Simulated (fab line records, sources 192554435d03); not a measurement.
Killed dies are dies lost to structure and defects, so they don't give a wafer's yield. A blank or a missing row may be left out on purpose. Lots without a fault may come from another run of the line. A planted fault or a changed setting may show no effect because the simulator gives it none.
Split-lot experiment | flow n5_finfet | 7 lots, 39 wafers read, on a route of 1938 steps

THE SPLIT
At N5_BEOL_M11_PECVD_70 (deposits SiO2 from TEOS/O2, target thk 20 nm, time 22.7 s), the setting time_s was moved away from the recipe's 22.7 s on 12 of the 39 wafers read, by -50.0% to +48.3%. The other wafers ran this setting at the recipe's value.

FROM THE SPLIT TO THE READING: what the file shows between them, 4 steps
- N5_BEOL_M11_HM_DEP_02: deposits TiN, target thk 20 nm
- N5_BEOL_M11_COAT_59: time 60 s, resist thk 100 nm
- N5_BEOL_M11_ECD_50: material Cu, target thk 318 nm
- N5_BEOL_M11_ANNEAL_51: time 90 s

THE READING
barrier_field_endpoint_s, in s, at N5_BEOL_M11_CMP_52 (polishes, stops on SiCOH lowk, t overpolish 7 s, target thk 140 nm). Fault-free wafers of this fab line usually give 29.0 s, standard deviation 0.71 s.

wafer  | tool, chamber at the split | time_s as run, s | against the recipe | barrier_field_endpoint_s, s | against lot-mates on the recipe
L078.1 | pecvd-02, 0                | 22.7             | recipe             | 28.6                        | -
L078.4 | pecvd-02, 1,2,0            | 22.7             | recipe             | 29.2                        | -
L078.2 | pecvd-02, 2                | 22.7             | recipe             | 28.6                        | -
L078.3 | pecvd-02, 1,2,0            | 22.7             | recipe             | 28.8                        | -
L078.5 | pecvd-02, 1                | 22.7             | recipe             | 29.5                        | -
L078.6 | pecvd-02, 1,2,0            | 22.7             | recipe             | 28.9                        | -
L081.2 | pecvd-03, 0,2,1            | 22.7             | recipe             | 27.8                        | -
L081.4 | pecvd-03, 0,2,1            | 22.7             | recipe             | 27.4                        | -
L081.3 | pecvd-03, 0,2,1            | 22.7             | recipe             | 29.4                        | -
L081.1 | pecvd-03, 1,0              | 33.66            | +48.3%             | 38.7                        | +10.5
L081.6 | pecvd-03, 2                | 33.66            | +48.3%             | 40.3                        | +12.1
L081.5 | pecvd-03, 1,0              | 33.66            | +48.3%             | 37.8                        | +9.6
L083.2 | pecvd-02, 2                | 22.7             | recipe             | 29.6                        | -
L083.4 | pecvd-02, 1                | 22.7             | recipe             | 29.2                        | -
L083.1 | pecvd-02, 0                | 22.7             | recipe             | 28.9                        | -
L083.3 | pecvd-02, 1                | 11.34            | -50.0%             | 17.8                        | -11.4
L083.5 | pecvd-02, 2,0              | 11.34            | -50.0%             | 17.4                        | -11.8
L083.6 | pecvd-02, 2,0              | 11.34            | -50.0%             | 16.6                        | -12.6
L086.4 | pecvd-03, 2                | 32.62            | +43.7%             | 39.5                        | +9.8
L086.3 | pecvd-03, 2                | 32.62            | +43.7%             | 40.0                        | +10.3
L086.2 | pecvd-03, 1                | 22.7             | recipe             | 29.3                        | -
L086.1 | pecvd-03, 0                | 32.62            | +43.7%             | 38.4                        | +8.7
L086.6 | pecvd-03, 1,0              | 22.7             | recipe             | 29.4                        | -
L086.5 | pecvd-03, 1,0              | 22.7             | recipe             | 30.4                        | -
L091.4 | pecvd-03, 0                | 22.7             | recipe             | 28.8                        | -
L091.1 | pecvd-03, 1                | 22.7             | recipe             | 27.8                        | -
L091.6 | pecvd-03, 2                | 22.7             | recipe             | 28.5                        | -
L092.3 | pecvd-03, 0                | 22.7             | recipe             | 28.1                        | -
L092.4 | pecvd-03, 0                | 22.7             | recipe             | 29.0                        | -
L092.2 | pecvd-03, 2,1              | 22.7             | recipe             | 29.1                        | -
L092.1 | pecvd-03, 2,1              | 22.7             | recipe             | 29.5                        | -
L092.6 | pecvd-03, 1,2              | 22.7             | recipe             | 29.1                        | -
L092.5 | pecvd-03, 1,2              | 22.7             | recipe             | 28.5                        | -
L096.3 | pecvd-03, 2                | 22.7             | recipe             | 29.9                        | -
L096.1 | pecvd-03, 1,2              | 11.4             | -49.8%             | 17.7                        | -12.4
L096.2 | pecvd-03, 0                | 22.7             | recipe             | 30.0                        | -
L096.4 | pecvd-03, 0                | 11.4             | -49.8%             | 17.3                        | -12.8
L096.6 | pecvd-03, 1,2              | 11.4             | -49.8%             | 17.7                        | -12.4
L096.5 | pecvd-03, 1                | 22.7             | recipe             | 30.4                        | -
Where a row lists several chambers, the file gives one row for several wafers and doesn't say which wafer went through which chamber.

THE FIT
A straight line over all 39 wafers: barrier_field_endpoint_s changes by +0.226 s for each +1% of time_s; r = +0.99; the points scatter about the line by 0.8 s.
The same after taking each lot's own level away (the mean of its wafers on the recipe; 39 wafers): +0.234 s for each +1%; r = +1.00; scatter 0.63 s.
On that fit, the largest move of time_s shifts the reading by 12 s.
The lots' own levels span 28.20 to 30.10 s, that is 2.7 times the standard deviation above.
So the lot-to-lot level changes the slope little: the two slopes agree.
Check: with one of the wafers moved furthest among these (-50.0%) left out of the fit, the line predicts -12 s for it against its lot-mates. It came out at -11.4 s against them.

THE WHOLE CHAIN: every reading that the file lists as answering this split, in the file's order
step                 | what it does                                                       | reading                                                                           | change (the file's fit)               | r (the file's)
N5_BEOL_M11_PECVD_70 | deposits SiO2 from TEOS/O2, target thk 20 nm, time 22.7 s          | SiO2_of_BEOL_M11_PECVD_70.thk_nm (the simulator's own value, which no gauge read) | +0.193 nm for each +1% of the setting | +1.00
N5_BEOL_M11_CMP_52   | polishes, stops on SiCOH lowk, t overpolish 7 s, target thk 140 nm | barrier_field_endpoint_s                                                          | +0.235 s for each +1% of the setting  | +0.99

THE FILE'S OWN FIT
barrier_field_endpoint_s changes by +0.235 s for each +1% of time_s, r = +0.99.
